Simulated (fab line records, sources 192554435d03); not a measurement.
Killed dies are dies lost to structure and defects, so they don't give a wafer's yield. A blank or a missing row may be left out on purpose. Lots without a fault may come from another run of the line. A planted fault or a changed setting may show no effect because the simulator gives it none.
A struck lot beside a sound one | flow n5_finfet | 15 steps out of a route of 1938
Sound: wafers L508.1, L508.2, L508.4. Struck: wafers L510.3, L510.5, L510.6. The cause comes at the end.
At each step with rows: each side's tool, then ch and its chambers, then its first start. Under that, the readings that differ: sound wafers | struck wafers | difference of the means | sigmas: that difference in standard deviations of wafers without a fault.
alike: readings whose means differ by less than 2 such deviations, and words and numbers that are the same on both sides. not compared: withheld readings, readings that some wafer has no value for, bounds like >300 that may hide the same value, and numbers for which the record gives no deviation and whose values overlap.
The two part at a step that has a row with sigmas, a row that says differs or no value, or rows on one side only. Numbers that don't overlap but have no deviation are shown without sigmas and don't part them. A reading that every wafer of one side lacks parts them only if that side has two wafers or more.

first, 8 steps without rows for these wafers: N5_BEOL_M12_COAT_58 (time 60 s, resist thk 89 nm); N5_BEOL_M12_COAT_04 (resist thk 400 nm); N5_BEOL_M12_EBR_06; N5_BEOL_M12_SOFTBAKE_05 (time 60 s); N5_BEOL_M12_EXPOSE_07 (exposes mask V11); N5_BEOL_M12_PEB_08 (peb time 90 s); N5_BEOL_M12_DEVELOP_09 (develop time 45 s); N5_BEOL_M12_HARDBAKE_14 (time 120 s).
N5_BEOL_M12_CD_MEAS_10: target cd 140 nm.
  sound on cd_sem-01 ch 0, day 13 12:30; struck on cd_sem-03 ch 0, day 14 12:01
  reading    | sound             | struck            | difference | sigmas
  cd_nm (nm) | 138.2 140.7 141.0 | 142.2 143.5 143.3 | +3.0       | +2
N5_BEOL_M12_OVL_MEAS_11:
  sound on overlay-02 ch 0, day 13 12:32; struck on overlay-01 ch 0, day 14 12:02
  reading      | sound       | struck | difference | sigmas
  V11_OVL (nm) | -12 -10 -10 | 4 1 1  | +13        | +2
N5_BEOL_M12_INSPECT_12: inspects for defects (macro).
  sound on defect_inspect-02, day 13 12:33; struck on defect_inspect-02, day 14 12:04
  alike: raw_defect_count
N5_BEOL_M12_DESCUM_15: chemistry O2, time 7.9 s.
  sound on rie_diel-04 ch 1,2, day 13 12:35; struck on rie_diel-05 ch 0,2,3, day 14 12:06
  alike: drypump_motor_current_A, oes_product_au, rf_vpp_V, showerhead_plenum_p_Torr, throttle_valve_pct
  not compared: rf_hours_counter_h
N5_BEOL_M12_ETCH_59: etches BARC in N2/H2, target depth 89 nm, overetch 26.7 nm, time 67.9 s.
  sound on rie_diel-04 ch 1,2, day 13 12:37; struck on rie_diel-05 ch 0,2,3, day 14 12:08
  reading      | sound             | struck            | difference | sigmas
  bias_w (W)   | 149.5 150.4 150.0 | 134.7 135.3 134.3 | -15.2      | -35
  rf_vpp_V (V) | 520.0 524.5 519.1 | 487.3 491.4 487.1 | -32.6      | -11
  alike: drypump_motor_current_A, n2_flow_sccm, oes_product_au, showerhead_plenum_p_Torr, throttle_valve_pct
  not compared: rf_hours_counter_h
N5_BEOL_M12_VIA_ETCH_16: etches SiOC in C4F8/O2/Ar, target depth 724.8 nm.
  sound on rie_diel-04 ch 1,2, day 13 12:40; struck on rie_diel-05 ch 0,2,3, day 14 12:11
  alike: bias_w, drypump_motor_current_A, oes_product_au, rf_vpp_V, showerhead_plenum_p_Torr, throttle_valve_pct
-- the record jumps here: 2 days lie between the struck wafers' starts before and after (it left off in module BEOL_M12 and takes up again in module PASSIVATION, whose first step shown is number 1936 of the route) --
N5_PASSIVATION_PROBE_49:
  the record has rows for the struck wafers here (prober-02, day 16 15:48) and none for the sound ones

WHERE THEY PART
First at N5_BEOL_M12_CD_MEAS_10; last, within this record, at N5_PASSIVATION_PROBE_49.

WHY: what the simulator had put in
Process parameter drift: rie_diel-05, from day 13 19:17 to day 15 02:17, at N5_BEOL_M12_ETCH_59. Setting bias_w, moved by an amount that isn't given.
